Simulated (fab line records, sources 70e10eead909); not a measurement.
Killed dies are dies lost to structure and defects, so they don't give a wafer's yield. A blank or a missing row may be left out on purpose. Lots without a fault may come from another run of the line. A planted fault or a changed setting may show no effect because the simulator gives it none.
Chamber matching | flow nand_harc | NHARC_A_STAIRCASE_ETCH_444 on rie_diel-04: 4 sister chambers
The step etches the open film in C4F8/O2, target depth 20400 nm, time 6800 s. 4 wafers are shown with their chamber, then 7 later ones without.

WAFERS WITH THEIR CHAMBER
wafer  | chamber | rf_vpp_V (V)
L091.2 | 0       | 805
L091.5 | 1       | 803
L093.4 | 3       | 810
L093.5 | 2       | 813

WAFERS WITHOUT THEIR CHAMBER
wafer  | rf_vpp_V (V)
L093.6 | 802
L096.2 | 809
L096.5 | 800
L096.6 | 805
L097.1 | 807
L097.2 | 800
L097.5 | 798

WHICH CHAMBER EACH WENT THROUGH
wafer  | from the rows above               | in truth
L093.6 | can't be placed: 1 or 0           | 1
L096.2 | can't be placed: 3 or 0 or 2 or 1 | 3
L096.5 | can't be placed: 1 or 0           | 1
L096.6 | can't be placed: 0 or 1 or 3      | 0
L097.1 | can't be placed: 0 or 3 or 1 or 2 | 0
L097.2 | can't be placed: 1 or 0           | 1
L097.5 | can't be placed: 1 or 0           | 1
Placed correctly: 0 of 7. Can't be placed from these rows: 7 (the true chamber is among the candidates in 7). Placed wrongly: 0.
How it was worked out, from the rows above alone: a wafer's distance from a chamber is the root of the sum, over the readings, of the square of ((its reading less the chamber's mean) divided by the reading's scatter). The wafer belongs to the nearest chamber; if the next one is less than 2 further off, it can't be placed. A chamber's mean is the mean of its shown wafers. The scatter: with one shown wafer a chamber, the root of the mean of the squares of how far each hidden wafer lies from its nearest shown one.
